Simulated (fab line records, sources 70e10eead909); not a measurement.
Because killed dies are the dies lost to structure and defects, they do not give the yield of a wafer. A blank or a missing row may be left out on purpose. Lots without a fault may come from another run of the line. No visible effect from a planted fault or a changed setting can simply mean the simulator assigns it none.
Chamber matching :: flow nandHarc :: NHARC_A_STAIRCASE_DEP_471 on pecvd-01: 3 sister chambers
The step deposits SiO2, target thk 100 nm. 18 wafers are shown with their chamber, then 9 later ones without.

== WAFERS WITH THEIR CHAMBER ==
wafer: L076.2
chamber: 0
throttleValvePct (%): 15.7
heaterPowerW (W): 512
rfFwdPowerW (W): 902.1

wafer: L076.4
chamber: 2
throttleValvePct (%): 15.3
heaterPowerW (W): 601
rfFwdPowerW (W): 890.7

wafer: L076.6
chamber: 1
throttleValvePct (%): 16.1
heaterPowerW (W): 610
rfFwdPowerW (W): 901.3

wafer: L077.2
chamber: 1
throttleValvePct (%): 15.9
heaterPowerW (W): 688
rfFwdPowerW (W): 895.2

wafer: L077.4
chamber: 0
throttleValvePct (%): 15.6
heaterPowerW (W): 552
rfFwdPowerW (W): 896.1

wafer: L077.5
chamber: 1
throttleValvePct (%): 16.5
heaterPowerW (W): 696
rfFwdPowerW (W): 898.0

wafer: L082.2
chamber: 0
throttleValvePct (%): 15.5
heaterPowerW (W): 435
rfFwdPowerW (W): 897.2

wafer: L082.4
chamber: 1
throttleValvePct (%): 16.2
heaterPowerW (W): 735
rfFwdPowerW (W): 894.9

wafer: L082.5
chamber: 0
throttleValvePct (%): 15.5
heaterPowerW (W): 440
rfFwdPowerW (W): 901.3

wafer: L086.1
chamber: 1
throttleValvePct (%): 16.1
heaterPowerW (W): 645
rfFwdPowerW (W): 898.2

wafer: L086.2
chamber: 2
throttleValvePct (%): 15.5
heaterPowerW (W): 712
rfFwdPowerW (W): 901.4

wafer: L086.4
chamber: 0
throttleValvePct (%): 15.3
heaterPowerW (W): 518
rfFwdPowerW (W): 889.8

wafer: L085.1
chamber: 1
throttleValvePct (%): 16.1
heaterPowerW (W): 740
rfFwdPowerW (W): 900.7

wafer: L085.3
chamber: 0
throttleValvePct (%): 15.8
heaterPowerW (W): 505
rfFwdPowerW (W): 896.9

wafer: L085.6
chamber: 2
throttleValvePct (%): 15.5
heaterPowerW (W): 623
rfFwdPowerW (W): 900.9

wafer: L091.1
chamber: 1
throttleValvePct (%): 16.4
heaterPowerW (W): 739
rfFwdPowerW (W): 897.6

wafer: L091.4
chamber: 0
throttleValvePct (%): 15.6
heaterPowerW (W): 505
rfFwdPowerW (W): 896.8

wafer: L091.5
chamber: 1
throttleValvePct (%): 16.2
heaterPowerW (W): 757
rfFwdPowerW (W): 898.8

SIGNATURES (averages over the wafers above)
reading: throttleValvePct
chamber 0: 15.571
chamber 1: 16.188
chamber 2: 15.433
scatter within a chamber: 0.169

reading: heaterPowerW
chamber 0: 495.29
chamber 1: 701.25
chamber 2: 645.33
scatter within a chamber: 49.4

reading: rfFwdPowerW
chamber 0: 897.171
chamber 1: 898.087
chamber 2: 897.667
scatter within a chamber: 3.71
Rule: a wafer's distance from a chamber is the root of the sum, over the readings, of the square of ((its reading less the chamber's mean) divided by the reading's scatter). If the next closest chamber is less than 2 further off than the closest, the wafer can't be placed; otherwise it belongs to the closest. The scatter: take each reading less its chamber's mean, square it, sum over the shown wafers, divide by the number of wafers less the number of chambers, and take the root.

== WAFERS MISSING THEIR CHAMBER ==
wafer: L092.1
throttleValvePct (%): 15.3
heaterPowerW (W): 688
rfFwdPowerW (W): 895.7

wafer: L092.3
throttleValvePct (%): 15.7
heaterPowerW (W): 478
rfFwdPowerW (W): 896.7

wafer: L092.5
throttleValvePct (%): 15.5
heaterPowerW (W): 486
rfFwdPowerW (W): 897.0

wafer: L093.1
throttleValvePct (%): 16.3
heaterPowerW (W): 633
rfFwdPowerW (W): 894.1

wafer: L093.3
throttleValvePct (%): 15.8
heaterPowerW (W): 700
rfFwdPowerW (W): 900.6

wafer: L093.4
throttleValvePct (%): 15.8
heaterPowerW (W): 538
rfFwdPowerW (W): 898.1

wafer: L097.2
throttleValvePct (%): 15.4
heaterPowerW (W): 658
rfFwdPowerW (W): 899.9

wafer: L097.4
throttleValvePct (%): 16.0
heaterPowerW (W): 683
rfFwdPowerW (W): 898.2

wafer: L097.6
throttleValvePct (%): 15.6
heaterPowerW (W): 431
rfFwdPowerW (W): 898.4

== THE CHAMBER EACH PASSED THROUGH ==
wafer: L092.1
from the rows above: 2
in truth: 2

wafer: L092.3
from the rows above: 0
in truth: 0

wafer: L092.5
from the rows above: 0
in truth: 0

wafer: L093.1
from the rows above: 1
in truth: 1

wafer: L093.3
from the rows above: can't be placed: 1 or 2
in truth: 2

wafer: L093.4
from the rows above: can't be placed: 0 or 2
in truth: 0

wafer: L097.2
from the rows above: 2
in truth: 2

wafer: L097.4
from the rows above: 1
in truth: 1

wafer: L097.6
from the rows above: 0
in truth: 0
Correct placement for 7 of the 9. From these rows, 2 cannot be placed; in 2 the true chamber is one of the candidates. Number placed wrongly: 0.
